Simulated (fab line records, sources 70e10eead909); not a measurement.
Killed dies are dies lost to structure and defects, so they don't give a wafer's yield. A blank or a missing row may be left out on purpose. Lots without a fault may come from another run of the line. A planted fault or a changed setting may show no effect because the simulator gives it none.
Chamber matching | flow nand_harc | NHARC_A_STAIRCASE_DESCUM_219 on rie_diel-03: 4 sister chambers
The step chemistry O2, time 3 s. 4 wafers are shown with their chamber, then 8 later ones without.

WAFERS WITH THEIR CHAMBER
wafer  | chamber | showerhead_plenum_p_Torr (Torr)
L081.2 | 2       | 1.99
L088.4 | 3       | 1.83
L088.6 | 1       | 1.93
L085.1 | 0       | 1.91

WAFERS WITHOUT THEIR CHAMBER
wafer  | showerhead_plenum_p_Torr (Torr)
L085.2 | 1.92
L085.4 | 1.99
L087.1 | 1.90
L087.2 | 1.92
L087.4 | 1.98
L091.2 | 1.82
L091.3 | 1.90
L091.6 | 1.98

WHICH CHAMBER EACH WENT THROUGH
wafer  | from the rows above     | in truth
L085.2 | can't be placed: 0 or 1 | 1
L085.4 | 2                       | 2
L087.1 | 0                       | 0
L087.2 | can't be placed: 0 or 1 | 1
L087.4 | 2                       | 2
L091.2 | 3                       | 3
L091.3 | 0                       | 0
L091.6 | 2                       | 2
Placed correctly: 6 of 8. Can't be placed from these rows: 2 (the true chamber is among the candidates in 2). Placed wrongly: 0.
How it was worked out, from the rows above alone: a wafer's distance from a chamber is the root of the sum, over the readings, of the square of ((its reading less the chamber's mean) divided by the reading's scatter). The wafer belongs to the nearest chamber; if the next one is less than 2 further off, it can't be placed. A chamber's mean is the mean of its shown wafers. The scatter: with one shown wafer a chamber, the root of the mean of the squares of how far each hidden wafer lies from its nearest shown one.
